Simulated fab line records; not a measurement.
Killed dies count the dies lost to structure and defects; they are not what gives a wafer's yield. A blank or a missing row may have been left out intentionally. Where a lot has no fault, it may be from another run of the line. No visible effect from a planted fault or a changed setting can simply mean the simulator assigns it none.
What tool caused it? ; flow n5-finfet ; 29 wafers from 10 lots sampled at 6 of the route's 1938 steps

WHAT EACH GAUGE READ, for each wafer
N5_BEOL_M2_INSPECT_59: inspects for defects (darkfield). Usual: raw-defect-count 73, standard deviation 20.
lot;measured;on;raw-defect-count;flag
L893;day 7 04:37;defect-inspect-01;66 70 92;
L894;day 7 07:40;defect-inspect-01;53 86 41;
L895;day 7 10:37;defect-inspect-01;40 55 68;
L898;day 8 05:10;defect-inspect-01;71 78 66;
L900;day 9 03:19;defect-inspect-01;125 81 97;
L901;day 9 05:43;defect-inspect-02;82 101 90;
L899;day 9 09:10;defect-inspect-02;59 56 93;
L912;day 11 10:14;defect-inspect-02;66 79 60;
L911;day 11 16:01;defect-inspect-01;71 70;
L916;day 12 16:28;defect-inspect-02;91 86 60;

N5_BEOL_M4_RC_MEAS_101. Usual: DIBL_N 36.2 mV/V, standard deviation 1.4; DIBL_P 36.1 mV/V, standard deviation 1.5; IOFF_N 0.153 nA/um, standard deviation 0.02; IOFF_P 0.215 nA/um, standard deviation 0.03; ION_N 672 uA/um, standard deviation 8.6; ION_P 463 uA/um, standard deviation 6.8; SS_N 71.5 mV/dec, standard deviation 0.47; SS_P 73.3 mV/dec, standard deviation 0.57; VT_N 250.6 mV, standard deviation 2.4; VT_P -249 mV, standard deviation 3.2.
lot;measured;on;DIBL_N (mV/V);DIBL_P (mV/V);IOFF_N (nA/um);IOFF_P (nA/um);ION_N (uA/um);ION_P (uA/um);SS_N (mV/dec);SS_P (mV/dec);VT_N (mV);VT_P (mV);flag
L893;day 8 02:04;prober-01;37.6 37.6 37.4;37.9 38.2 37.4;0.159 0.161 0.151;0.247 0.259 0.246;674 665 661;474 465 464;72.6 72.1 72.0;72.9 73.1 73.3;249.2 249.9 252.7;-247 -245 -247;
L894;day 8 01:47;prober-02;34.2 36.8 33.5;34.5 37.8 33.2;0.138 0.194 0.126;0.227 0.293 0.204;667 698 671;469 488 473;71.9 72.0 71.0;73.4 74.1 73.4;252.3 244.4 253.8;-246 -244 -246;
L895;day 8 07:58;prober-01;38.6 38.9 37.4;38.4 38.0 36.7;0.186 0.179 0.161;0.248 0.249 0.224;673 676 667;464 461 457;71.8 73.0 72.1;74.6 73.8 73.5;246.8 248.2 249.3;-245 -247 -250;
L898;day 9 03:06;prober-02;36.7 33.9 36.0;37.2 33.7 36.6;0.156 0.113 0.146;0.219 0.172 0.215;668 652 662;460 455 462;71.6 70.8 71.3;73.6 71.9 73.3;251.8 258.3 250.5;-251 -254 -251;
L900;day 9 22:04;prober-02;34.3 36.0 35.6;33.5 35.1 34.9;0.120 0.144 0.146;0.195 0.229 0.223;661 673 669;468 470 466;71.3 71.5 71.7;72.6 73.6 73.7;255.7 250.6 251.3;-250 -248 -248;
L901;day 10 03:40;prober-02;34.9 36.1 35.3;36.3 37.6 36.3;0.130 0.150 0.134;0.186 0.212 0.204;673 668 673;461 463 467;71.5 71.2 71.8;73.1 73.0 73.3;254.1 250.0 253.3;-253 -251 -251;
L899;day 10 05:20;prober-01;36.0 35.7 35.8;36.4 36.1 37.0;0.159 0.144 0.159;0.242 0.236 0.255;676 666 674;472 471 476;72.3 71.4 71.3;73.8 72.5 73.1;249.5 252.1 251.9;-244 -245 -244;
L912;day 12 07:14;prober-02;36.3 37.0 35.8;35.7 35.8 34.3;0.150 0.161 0.135;0.215 0.217 0.189;659 677 669;459 465 465;71.2 71.5 71.2;73.9 73.6 72.8;250.0 248.7 250.4;-248 -251 -252;
L911;day 12 12:50;prober-02;34.2 34.9;34.1 35.8;0.130 0.148;0.173 0.189;667 682;460 460;71.3 70.9;73.0 73.8;253.5 249.9;-253 -252;
L916;day 13 14:23;prober-01;34.1 36.1 35.6;35.2 37.2 36.6;0.146 0.166 0.160;0.200 0.217 0.213;676 667 676;467 462 461;70.4 71.7 71.5;73.2 73.4 73.7;249.4 249.0 250.4;-249 -247 -251;

WHICH TOOL RAN EACH LOT (tool, then ch and the chambers of the sampled wafers, then the start)
lot;N5_BEOL_M2_SPUTTER_92;N5_BEOL_M2_ECD_50;N5_BEOL_M2_CMP_52;N5_BEOL_M2_DEP_57
L893;pvd-sputter-01, day 7 03:06;ecd-cu-02 ch 0,1, day 7 03:40;cmp-04 ch 1,2,3, day 7 04:07;pecvd-04 ch 0,1,2, day 7 04:32
L894;pvd-sputter-01, day 7 05:41;ecd-cu-02 ch 0,1, day 7 06:14;cmp-04 ch 1,2,3, day 7 07:10;pecvd-04 ch 0,1,2, day 7 07:34
L895;pvd-sputter-01, day 7 09:02;ecd-cu-01 ch 0, day 7 09:36;cmp-02 ch 1,3, day 7 10:05;pecvd-03 ch 1,2, day 7 10:32
L898;pvd-sputter-01, day 8 03:24;ecd-cu-02 ch 0,1, day 8 03:58;cmp-02 ch 0,2,3, day 8 04:37;pecvd-02 ch 0,1, day 8 05:04
L900;pvd-sputter-01, day 9 01:46;ecd-cu-02 ch 0,1, day 9 02:22;cmp-04 ch 1,2, day 9 02:43;pecvd-03 ch 0,2, day 9 03:13
L901;pvd-sputter-03, day 9 04:11;ecd-cu-02 ch 0, day 9 04:45;cmp-02 ch 0,2, day 9 05:10;pecvd-02 ch 0,1,2, day 9 05:37
L899;pvd-sputter-02, day 9 07:38;ecd-cu-02 ch 0,1, day 9 08:11;cmp-01 ch 0,1,2, day 9 08:41;pecvd-04 ch 0,1, day 9 09:05
L912;pvd-sputter-02, day 11 08:43;ecd-cu-01 ch 0,1, day 11 09:17;cmp-02 ch 0,1,2, day 11 09:41;pecvd-04 ch 0,1, day 11 10:08
L911;pvd-sputter-02, day 11 14:25;ecd-cu-01 ch 0,1, day 11 14:58;cmp-02 ch 2,3, day 11 15:27;pecvd-04 ch 0,1, day 11 15:56
L916;pvd-sputter-03, day 12 14:57;ecd-cu-01 ch 0,1, day 12 15:31;cmp-02 ch 0,1,3, day 12 15:53;pecvd-04 ch 0,2, day 12 16:22
- N5_BEOL_M2_SPUTTER_92: material Cu, target thk 4.5 nm, time 8.29 s.
- N5_BEOL_M2_ECD_50: material Cu, target thk 300 nm.
- N5_BEOL_M2_CMP_52: polishes, stops on SiOC, t overpolish 6.8 s, target thk 40 nm.
- N5_BEOL_M2_DEP_57: deposits SiCN from 3MS/NH3, target thk 8 nm, time 14 s.

WHAT THE TOOLS THEMSELVES READ (means of the sampled wafers that have a number; where no wafer has one, the mark that the record gives instead)
N5_BEOL_M2_SPUTTER_92. Usual: throttle-valve-pct 30.2 %, standard deviation 0.9.
lot;tool;throttle-valve-pct (%);flag
L893;pvd-sputter-01;30.1;
L894;pvd-sputter-01;30.3;
L895;pvd-sputter-01;29.7;
L898;pvd-sputter-01;29.6;
L900;pvd-sputter-01;29.8;
L901;pvd-sputter-03;30.7;
L899;pvd-sputter-02;30.7;
L912;pvd-sputter-02;30.1;
L911;pvd-sputter-02;31.8;
L916;pvd-sputter-03;30.7;

N5_BEOL_M2_CMP_52. Usual: motor-current-A 6.1 A, standard deviation 0.79; platen-rpm 50.00 rpm, standard deviation 0.037; slurry-filter-dp-kPa 13.50 kPa, standard deviation 0.14; time-to-endpoint-s 62.7 s, standard deviation 2.6.
lot;tool;motor-current-A (A);platen-rpm (rpm);slurry-filter-dp-kPa (kPa);time-to-endpoint-s (s);flag
L893;cmp-04;6.1;50.00;13.68;64.1;
L894;cmp-04;6.0;50.01;13.53;63.1;
L895;cmp-02;6.5;50.00;13.48;58.6;
L898;cmp-02;6.1;50.04;13.50;62.2;
L900;cmp-04;5.6;50.00;13.50;61.7;
L901;cmp-02;5.4;50.03;13.47;50.2;OFF
L899;cmp-01;6.8;49.98;13.44;52.8;OFF
L912;cmp-02;5.6;49.99;13.47;66.0;
L911;cmp-02;6.4;50.01;13.54;65.3;
L916;cmp-02;6.2;49.96;13.38;61.6;

N5_BEOL_M2_DEP_57. Usual: showerhead-plenum-p-Torr 3.665 Torr, standard deviation 0.011; throttle-valve-pct 9.3 %, standard deviation 0.62.
lot;tool;showerhead-plenum-p-Torr (Torr);throttle-valve-pct (%);flag
L893;pecvd-04;3.662;9.1;
L894;pecvd-04;3.661;9.4;
L895;pecvd-03;3.673;10.2;
L898;pecvd-02;3.660;8.8;
L900;pecvd-03;3.665;9.3;
L901;pecvd-02;3.661;9.0;
L899;pecvd-04;3.663;9.4;
L912;pecvd-04;3.656;9.2;
L911;pecvd-04;3.655;9.2;
L916;pecvd-04;3.664;9.2;

THE ANSWER, worked out from the rows above alone
Rule: a lot is off if the mean of its wafers that have a number lies more than 3 standard deviations from the usual mean. A lot without any number at a reading at which 4 lots or more have one is off too. The other lots that the step has rows for count as sound. After the gauges, taken in route order, come the tools' own readings; for these a lot's mean is taken, as printed above. At the first step where some lot is off, the reading lying furthest off is the one used; lots without a number count as furthest.
Off: L901, L899, at N5_BEOL_M2_CMP_52 (time-to-endpoint-s).
A tool fits if, at that step or a process step before it, it ran every lot that is off, and no sound lot after the first of them. One fits: ecd-cu-02 at N5_BEOL_M2_ECD_50. Its last sound lot is L900 (day 9 02:22), its first lot that is off L901 (day 9 04:45): a fault that began between those two fits.

WHAT THE SIMULATOR HAD INSERTED
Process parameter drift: ecd-cu-02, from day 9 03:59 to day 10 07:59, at N5_BEOL_M2_ECD_50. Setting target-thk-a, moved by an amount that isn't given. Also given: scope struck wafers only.
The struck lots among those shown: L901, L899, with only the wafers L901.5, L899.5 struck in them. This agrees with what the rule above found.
